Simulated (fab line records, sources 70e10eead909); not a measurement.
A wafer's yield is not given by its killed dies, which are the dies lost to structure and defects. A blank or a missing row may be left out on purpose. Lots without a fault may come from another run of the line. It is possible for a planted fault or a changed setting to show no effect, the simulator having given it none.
Chamber matching / flow nand harc / pecvd-04 running NHARC_A_M1_DEP_33: 3 sister chambers
The step deposits SiCN, target thk 30 nm. 16 wafers are shown with their chamber, then 8 later ones without.

== WAFERS, EACH WITH ITS CHAMBER ==
wafer=L079.2; chamber=0; heater power w (W)=541; rf fwd power W (W)=449.0
wafer=L079.5; chamber=2; heater power w (W)=633; rf fwd power W (W)=450.9
wafer=L079.6; chamber=1; heater power w (W)=732; rf fwd power W (W)=449.6
wafer=L076.1; chamber=0; heater power w (W)=638; rf fwd power W (W)=449.3
wafer=L076.4; chamber=0; heater power w (W)=644; rf fwd power W (W)=448.2
wafer=L076.6; chamber=1; heater power w (W)=710; rf fwd power W (W)=447.3
wafer=L080.3; chamber=1; heater power w (W)=624; rf fwd power W (W)=445.2
wafer=L080.4; chamber=1; heater power w (W)=638; rf fwd power W (W)=448.7
wafer=L080.5; chamber=2; heater power w (W)=711; rf fwd power W (W)=448.6
wafer=L088.3; chamber=1; heater power w (W)=641; rf fwd power W (W)=449.1
wafer=L088.5; chamber=0; heater power w (W)=577; rf fwd power W (W)=450.8
wafer=L088.6; chamber=2; heater power w (W)=681; rf fwd power W (W)=449.0
wafer=L086.1; chamber=0; heater power w (W)=598; rf fwd power W (W)=445.6
wafer=L086.2; chamber=2; heater power w (W)=677; rf fwd power W (W)=451.1
wafer=L086.3; chamber=1; heater power w (W)=727; rf fwd power W (W)=448.9
wafer=L089.1; chamber=1; heater power w (W)=757; rf fwd power W (W)=450.0

SIGNATURES (means of the wafers above)
reading=heater power w; chamber 0=599.60; chamber 1=689.86; chamber 2=675.50; scatter within a chamber=46.4
reading=rf fwd power W; chamber 0=448.580; chamber 1=448.400; chamber 2=449.900; scatter within a chamber=1.66
Rule: a wafer's distance from a chamber is the root of the sum, over the readings, of the square of ((its reading less the chamber's mean) divided by the reading's scatter). If the next closest chamber is less than 2 further off than the closest, the wafer can't be placed; otherwise it belongs to the closest. How the scatter is found: for the shown wafers, subtract from each reading the mean of its chamber, square and add these, divide the total by (wafers less chambers), then take the root.

== WAFERS WHOSE CHAMBER IS MISSING ==
wafer=L089.3; heater power w (W)=630; rf fwd power W (W)=446.5
wafer=L089.6; heater power w (W)=632; rf fwd power W (W)=446.4
wafer=L093.1; heater power w (W)=743; rf fwd power W (W)=449.1
wafer=L093.2; heater power w (W)=622; rf fwd power W (W)=447.9
wafer=L093.6; heater power w (W)=686; rf fwd power W (W)=450.3
wafer=L097.1; heater power w (W)=673; rf fwd power W (W)=449.6
wafer=L097.4; heater power w (W)=722; rf fwd power W (W)=451.2
wafer=L097.5; heater power w (W)=683; rf fwd power W (W)=449.9

== CHAMBER TAKEN BY EACH ==
wafer=L089.3; from the rows above=can't be placed: 0 or 1 or 2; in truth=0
wafer=L089.6; from the rows above=can't be placed: 0 or 1 or 2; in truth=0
wafer=L093.1; from the rows above=can't be placed: 1 or 2 or 0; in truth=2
wafer=L093.2; from the rows above=can't be placed: 0 or 1 or 2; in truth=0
wafer=L093.6; from the rows above=can't be placed: 2 or 1 or 0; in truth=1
wafer=L097.1; from the rows above=can't be placed: 2 or 1 or 0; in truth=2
wafer=L097.4; from the rows above=can't be placed: 2 or 1 or 0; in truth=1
wafer=L097.5; from the rows above=can't be placed: 2 or 1 or 0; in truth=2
Correctly placed: 0 of 8. Not placeable from these rows: 8 (in 8, the candidates include the true chamber). Placed wrongly: 0.
